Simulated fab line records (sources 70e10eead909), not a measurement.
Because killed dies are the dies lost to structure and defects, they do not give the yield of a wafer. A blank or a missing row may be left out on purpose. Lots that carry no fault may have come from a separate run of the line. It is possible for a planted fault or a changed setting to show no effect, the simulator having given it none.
Which tool was responsible? | flow nandHarc | 24 lots with 72 wafers sampled at 2 steps, on a route of 1159 steps

WHAT THE GAUGES SHOWED, per wafer
NHARC_P_GATE_CD_MEAS_26 targets a cd of 120 nm. Usual: cdNm 120.0 nm, standard deviation 0.67.
lot  | measured     | on       | cdNm (nm)         | flag
L074 | day 4 14:22  | cdSem-03 | 119.3 120.0 119.4 | 
L075 | day 4 22:39  | cdSem-02 | 120.2 120.5 120.3 | 
L076 | day 5 07:20  | cdSem-02 | 119.1 119.1 118.9 | 
L077 | day 5 08:14  | cdSem-02 | 119.8 119.9 120.8 | 
L078 | day 5 21:50  | cdSem-01 | 119.0 120.0 119.6 | 
L079 | day 5 21:41  | cdSem-03 | 118.4 120.2 120.1 | 
L080 | day 6 16:05  | cdSem-03 | 120.6 119.6 120.3 | 
L081 | day 6 15:26  | cdSem-01 | 120.2 120.0 120.3 | 
L082 | day 6 15:36  | cdSem-02 | 119.7 120.2 119.6 | 
L083 | day 6 16:14  | cdSem-03 | 121.2 121.4 121.2 | 
L084 | day 7 09:28  | cdSem-03 | 120.1 119.8 119.4 | 
L085 | day 7 08:41  | cdSem-02 | 119.5 120.1 119.7 | 
L086 | day 8 00:08  | cdSem-01 | 120.0 120.8 119.2 | 
L087 | day 8 00:26  | cdSem-02 | 119.8 120.9 120.8 | 
L088 | day 8 06:11  | cdSem-01 | 120.2 120.7 119.9 | 
L089 | day 8 06:52  | cdSem-01 | 120.3 120.1 119.4 | 
L090 | day 8 14:31  | cdSem-02 | 119.7 120.2 120.2 | 
L091 | day 8 14:47  | cdSem-02 | 121.3 120.7 121.5 | 
L092 | day 9 05:11  | cdSem-01 | 119.9 119.4 119.3 | 
L093 | day 9 05:21  | cdSem-02 | 120.5 120.8 120.0 | 
L094 | day 9 18:32  | cdSem-01 | 121.5 121.4 120.8 | 
L095 | day 9 18:45  | cdSem-01 | 120.7 120.0 119.3 | 
L096 | day 10 05:59 | cdSem-03 | 120.5 120.3 119.4 | 
L097 | day 10 05:28 | cdSem-03 | 120.4 120.4 119.8 | 

WHICH TOOL RAN EACH LOT (tool, then ch and the chambers of the sampled wafers, then the start)
lot  | NHARC_P_ZERO_WELL_DESCUM_13
L074 | rieDiel-03 ch 1,2,3, day 1 13:26
L075 | rieDiel-03 ch 0,1,3, day 1 19:16
L076 | rieDiel-12 ch 1,2, day 2 01:19
L077 | rieDiel-06 ch 0,2,3, day 2 07:25
L078 | rieDiel-06 ch 1,2,3, day 2 13:17
L079 | rieDiel-12 ch 1,2,3, day 2 19:24
L080 | rieDiel-12 ch 0,1,2, day 3 01:17
L081 | rieDiel-12 ch 1,2,3, day 3 07:25
L082 | rieDiel-03 ch 2,3, day 3 13:23
L083 | rieDiel-03 ch 0,3, day 3 19:17
L084 | rieDiel-06 ch 0,3, day 4 01:18
L085 | rieDiel-12 ch 1,2,3, day 4 07:18
L086 | rieDiel-06 ch 0,1,2, day 4 13:54
L087 | rieDiel-12 ch 1,3, day 4 19:25
L088 | rieDiel-03 ch 0,1,3, day 5 01:24
L089 | rieDiel-12 ch 1,2, day 5 07:16
L090 | rieDiel-12 ch 0,1, day 5 13:16
L091 | rieDiel-06 ch 0,1,3, day 5 19:17
L092 | rieDiel-12 ch 0,1,2, day 6 01:16
L093 | rieDiel-06 ch 0,3, day 6 07:17
L094 | rieDiel-06 ch 1,2,3, day 6 13:29
L095 | rieDiel-03 ch 1,3, day 6 19:28
L096 | rieDiel-06 ch 1,2,3, day 7 01:16
L097 | rieDiel-12 ch 1,2,3, day 7 07:28
- NHARC_P_ZERO_WELL_DESCUM_13: chemistry O2, time 3 s.

WHAT THE TOOLS THEMSELVES READ (means of the sampled wafers that have a number; where no wafer has one, the mark that the record gives instead)
NHARC_P_ZERO_WELL_DESCUM_13. Usual: drypumpMotorCurrentA 5.7 A, standard deviation 0.37; oesProductAu 1.002 a.u., standard deviation 0.011; rfVppV 57.7 V, standard deviation 0.88; showerheadPlenumPTorr 1.89 Torr, standard deviation 0.082; throttleValvePct 11.312 %, standard deviation 0.0085.
lot  | tool       | drypumpMotorCurrentA (A) | oesProductAu (a.u.) | rfVppV (V) | showerheadPlenumPTorr (Torr) | throttleValvePct (%) | flag
L074 | rieDiel-03 | 5.6                      | 1.002               | 57.2       | 1.86                         | 11.312               | 
L075 | rieDiel-03 | 5.5                      | 1.003               | 57.5       | 1.89                         | 11.311               | 
L076 | rieDiel-12 | 5.7                      | 1.002               | 57.3       | 1.83                         | 11.319               | 
L077 | rieDiel-06 | 5.5                      | 0.990               | 58.3       | 1.97                         | 11.316               | 
L078 | rieDiel-06 | 5.7                      | 0.991               | 57.3       | 1.94                         | 11.314               | 
L079 | rieDiel-12 | 5.7                      | 1.006               | 58.4       | 1.86                         | 11.306               | 
L080 | rieDiel-12 | 5.7                      | 1.003               | 57.8       | 1.85                         | 11.311               | 
L081 | rieDiel-12 | 5.7                      | 1.004               | 57.0       | 1.86                         | 11.307               | 
L082 | rieDiel-03 | 5.9                      | 1.003               | 56.8       | 1.80                         | 11.314               | 
L083 | rieDiel-03 | 5.3                      | 0.998               | 56.8       | 1.85                         | 11.308               | 
L084 | rieDiel-06 | 5.5                      | 1.010               | 57.7       | 2.02                         | 11.307               | 
L085 | rieDiel-12 | 5.7                      | 1.011               | 57.9       | 1.86                         | 11.314               | 
L086 | rieDiel-06 | 5.8                      | 1.008               | 57.6       | 1.95                         | 11.319               | 
L087 | rieDiel-12 | 5.8                      | 1.005               | 57.7       | 1.83                         | 11.314               | 
L088 | rieDiel-03 | 5.5                      | 0.999               | 57.3       | 1.88                         | 11.311               | 
L089 | rieDiel-12 | 5.7                      | 1.009               | 57.7       | 1.88                         | 11.312               | 
L090 | rieDiel-12 | 5.8                      | 0.996               | 57.6       | 1.82                         | 11.304               | 
L091 | rieDiel-06 | 5.9                      | 1.003               | 58.8       | 2.01                         | 11.308               | 
L092 | rieDiel-12 | 5.7                      | 1.000               | 57.6       | 1.85                         | 11.327               | 
L093 | rieDiel-06 | 5.5                      | 1.003               | 58.4       | 2.02                         | 11.313               | 
L094 | rieDiel-06 | 5.7                      | 1.004               | 58.2       | 1.94                         | 11.295               | 
L095 | rieDiel-03 | 5.3                      | 0.992               | 57.7       | 1.90                         | 11.307               | 
L096 | rieDiel-06 | 5.7                      | 0.992               | 58.3       | 1.94                         | 11.309               | 
L097 | rieDiel-12 | 5.7                      | 1.001               | 57.0       | 1.85                         | 11.323               | 

THE ANSWER, worked out from the rows above alone
Rule: a lot is off if the mean of its wafers that have a number lies more than 3 standard deviations from the usual mean. Also off: a lot with no number at a reading for which 4 or more lots have one. Where the step has rows for the other lots, those lots are counted as sound. First the gauges in route order, then the tools' own readings, where a lot's mean is used as printed above. The first step at which some lot is off is used, and at that step the reading that is off furthest; a lot without a number counts as furthest.
None of the lots is off at any reading shown; this tells nothing.

WHAT THE SIMULATOR PUT IN
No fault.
